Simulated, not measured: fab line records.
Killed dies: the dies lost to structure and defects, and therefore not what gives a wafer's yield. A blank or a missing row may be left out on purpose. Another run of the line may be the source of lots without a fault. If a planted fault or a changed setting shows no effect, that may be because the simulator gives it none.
Split-lot study	flow n5 finfet	7 lots, 21 wafers read, on a route of 1938 steps

== SPLIT DETAILS ==
At N5_FIN_SAQP_DESCUM_21 (chemistry O2, time 7.9 s), the setting time s was moved away from the recipe's 7.9 s on 11 of the 21 wafers read, by -19.1% to +21.4%. For the rest of the wafers, this setting stayed at what the recipe calls for.

There is no step in the file separating the split from the reading.

== THE READING ==
CAR-ArF_of_FIN_SAQP_COAT_10.thk nm (the simulator's own value, which no gauge read), in nm, at N5_FIN_SAQP_ETCH_51 (etches SiARC in CF4, target depth 45.5 nm, time 75.8 s). There is no usual value for it anywhere in the file. Across the 10 wafers here that went through the recipe, the average is 50.88 nm and the standard deviation 0.35 nm.

wafer	tool, chamber at the split	time s as run, s	against the recipe	CAR-ArF_of_FIN_SAQP_COAT_10.thk nm, nm	against lot-mates on the recipe
L075.1	rie diel-01, 3	7.9	recipe	50.91	-
L075.3	rie diel-01, 0	6.852	-13.3%	51.52	+0.61
L075.4	rie diel-01, 2	6.852	-13.3%	51.28	+0.37
L076.1	rie diel-03, 1	7.9	recipe	50.47	-
L076.2	rie diel-03, 2	7.31	-7.5%	51.17	+0.70
L076.6	rie diel-03, 2	7.31	-7.5%	50.78	+0.31
L081.1	rie diel-04, 0	6.395	-19.1%	51.83	+0.70
L081.3	rie diel-04, 2	6.395	-19.1%	52.05	+0.92
L081.6	rie diel-04, 3	7.9	recipe	51.13	-
L083.1	rie diel-04, 0	7.9	recipe	51.05	-
L083.3	rie diel-04, 1	7.9	recipe	50.73	-
L083.4	rie diel-04, 2	7.9	recipe	51.28	-
L086.1	rie diel-04, 2	7.9	recipe	51.56	-
L086.3	rie diel-04, 0	9.591	+21.4%	50.32	-1.24
L086.5	rie diel-04, 2	9.591	+21.4%	50.42	-1.14
L095.2	rie diel-04, 1	7.206	-8.8%	51.01	+0.35
L095.5	rie diel-04, 0	7.206	-8.8%	51.57	+0.91
L095.6	rie diel-04, 1	7.9	recipe	50.66	-
L096.2	rie diel-04, 1	7.9	recipe	50.55	-
L096.3	rie diel-04, 0	7.9	recipe	50.49	-
L096.6	rie diel-04, 2	9.158	+15.9%	49.76	-0.76

THE FIT
A straight line over all 21 wafers: CAR-ArF_of_FIN_SAQP_COAT_10.thk nm changes by -0.0404 nm for each +1% of time s; r = -0.80; the points scatter about the line by 0.34 nm.
The same after taking each lot's own level away (the mean of its wafers on the recipe; 21 wafers): -0.0501 nm for each +1%; r = -0.95; scatter 0.19 nm.
Per that fit: largest time s move, reading shift of 1.1 nm.
From 50.470 to 51.560 nm: that is the span of the lots' own levels, equal to 3.1 times the standard deviation above.
In other words, the slope is changed by the lot-to-lot level; the two fits disagree.
Check: for one of the wafers moved furthest among these (+21.4%), held out of the fit, the line's prediction against its lot-mates is -1.02 nm. It came out at -1.24 nm against them.

== OTHER SPLITS APPLIED TO THESE WAFERS ==
Before the reading, these wafers also passed through other splits. Each is held against what the fit with the lots' levels taken away leaves over:
other split on the same wafers	wafers away from the commonest value	r with CAR-ArF_of_FIN_SAQP_COAT_10.thk nm (lot level and that fit taken away)
N5_ZERO_LAYER_PECVD_02 time s	9	-0.29
N5_ZERO_LAYER_COAT_05 spin rpm	9	-0.17
N5_ZERO_LAYER_EXPOSE_08 dose mj	6	-0.14
N5_ZERO_LAYER_DEVELOP_10 develop time s	3	+0.02

== THE WHOLE CHAIN: every reading that the file lists as answering this split, in the file's order ==
step	what it does	reading	change (the file's fit)	r (the file's)
N5_FIN_SAQP_DESCUM_21	chemistry O2, time 7.9 s	CAR-ArF_of_FIN_SAQP_COAT_10.thk nm (the simulator's own value, which no gauge read)	-0.047 nm for each +1% of the setting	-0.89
N5_FIN_SAQP_ETCH_51	etches SiARC in CF4, target depth 45.5 nm, time 75.8 s	CAR-ArF_of_FIN_SAQP_COAT_10.thk nm (the simulator's own value, which no gauge read)	-0.0498 nm for each +1% of the setting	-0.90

== THE FILE'S OWN FIT ==
CAR-ArF_of_FIN_SAQP_COAT_10.thk nm changes by -0.0498 nm for each +1% of time s, r = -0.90.
